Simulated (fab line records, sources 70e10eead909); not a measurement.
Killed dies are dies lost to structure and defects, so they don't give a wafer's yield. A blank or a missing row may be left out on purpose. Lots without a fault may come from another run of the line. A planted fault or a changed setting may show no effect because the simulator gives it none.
Which tool did it? | flow nand_harc | 7 lots, 21 wafers sampled, at 2 steps of a route of 1159

WHAT THE GAUGES READ, wafer by wafer
NHARC_THIN_TSV_CD_MEAS_16.
lot  | measured     | on        | cd_nm (nm)
L237 | day 18 17:47 | cd_sem-02 | 1000.4 996.0 1000.9
L236 | day 19 06:56 | cd_sem-01 | 1001.5 1001.0 998.8
L243 | day 20 15:49 | cd_sem-02 | 998.4 996.3 1000.8
L245 | day 21 09:10 | cd_sem-01 | 1000.9 1002.7 1000.4
L248 | day 21 17:23 | cd_sem-02 | 1000.2 1000.1 998.0
L255 | day 23 00:02 | cd_sem-02 | 1000.3 1004.3 1000.7
L256 | day 23 18:04 | cd_sem-02 | 998.2 997.9 997.5

WHICH TOOL RAN EACH LOT (tool, then ch and the chambers of the sampled wafers, then the start)
lot  | NHARC_A_CONTACT_STRIP_83
L237 | wet_bench-02 ch 1,2,7, day 17 03:37
L236 | wet_bench-07 ch 1,2,5, day 17 10:03
L243 | wet_bench-06 ch 0,4,5, day 19 00:08
L245 | wet_bench-06 ch 4,5,7, day 19 14:44
L248 | wet_bench-06 ch 1,4,7, day 19 23:13
L255 | wet_bench-02 ch 0,5,7, day 21 00:59
L256 | wet_bench-02 ch 0,2,4, day 22 04:11
- NHARC_A_CONTACT_STRIP_83: strips in post etch residue remover, time 600 s.

THE ANSWER, worked out from the rows above alone
Rule: what is usual is taken from the lots themselves. Put in order of their means at a reading, lots are off if they are a third of the lots or fewer, leave a main group of 4 or more, and stand apart from it by a gap of 3 or more times the standard deviation of the main group's means; of several such gaps the widest counts. A main group whose means are all the same, to the digits that the tables above print for the reading, isn't used. A lot without any number at a reading at which 4 lots or more have one is off too. The other lots that the step has rows for count as sound.
No lot is off at any reading shown: from this, nothing can be told.

WHAT THE SIMULATOR HAD PUT IN
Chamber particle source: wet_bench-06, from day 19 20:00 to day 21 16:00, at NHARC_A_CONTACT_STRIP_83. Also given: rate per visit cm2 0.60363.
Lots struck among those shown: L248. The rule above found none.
